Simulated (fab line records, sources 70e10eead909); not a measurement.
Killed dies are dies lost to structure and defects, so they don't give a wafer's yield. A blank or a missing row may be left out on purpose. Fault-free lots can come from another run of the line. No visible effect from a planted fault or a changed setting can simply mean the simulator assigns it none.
Chamber matching | flow nand-harc | rie-diel-11 running NHARC_P_CONTACT_STRIP_28: 4 sister chambers
The step strips in O2. 8 wafers are shown with their chamber, then 7 later ones without.

== EACH WAFER AND ITS CHAMBER ==
wafer  | chamber | showerhead-plenum-p-Torr (Torr) | oes-product-au (a.u.)
L418.1 | 2       | 3.79                            | 1.039
L420.4 | 2       | 3.79                            | 1.030
L420.6 | 3       | 3.75                            | 0.990
L424.2 | 3       | 3.75                            | 0.992
L424.3 | 0       | 3.65                            | 1.024
L424.5 | 1       | 3.41                            | 0.988
L431.1 | 0       | 3.64                            | 1.003
L431.2 | 1       | 3.41                            | 0.991

== WAFERS WITHOUT THEIR CHAMBER ==
wafer  | showerhead-plenum-p-Torr (Torr) | oes-product-au (a.u.)
L431.3 | 3.78                            | 0.996
L432.2 | 3.41                            | 0.990
L432.3 | 3.75                            | 0.998
L432.6 | 3.41                            | 0.998
L438.1 | 3.78                            | 1.001
L438.3 | 3.74                            | 0.974
L438.4 | 3.41                            | 0.994

== WHICH CHAMBER EACH WENT THROUGH ==
wafer  | from the rows above | in truth
L431.3 | 2                   | 2
L432.2 | 1                   | 1
L432.3 | 3                   | 3
L432.6 | 1                   | 1
L438.1 | 2                   | 2
L438.3 | 3                   | 3
L438.4 | 1                   | 1
7 of 7 placed correctly. Left unplaced by these rows: 0. Number placed wrongly: 0.
How it was worked out, from the rows above alone: a wafer's distance from a chamber is the root of the sum, over the readings, of the square of ((its reading less the chamber's mean) divided by the reading's scatter). The wafer belongs to the nearest chamber; if the next one is less than 2 further off, it can't be placed. For every chamber, the mean is computed from those of its wafers that are shown. The scatter: the root of (the sum of the squares of (reading less its chamber's mean) over the shown wafers, divided by (wafers less chambers)).
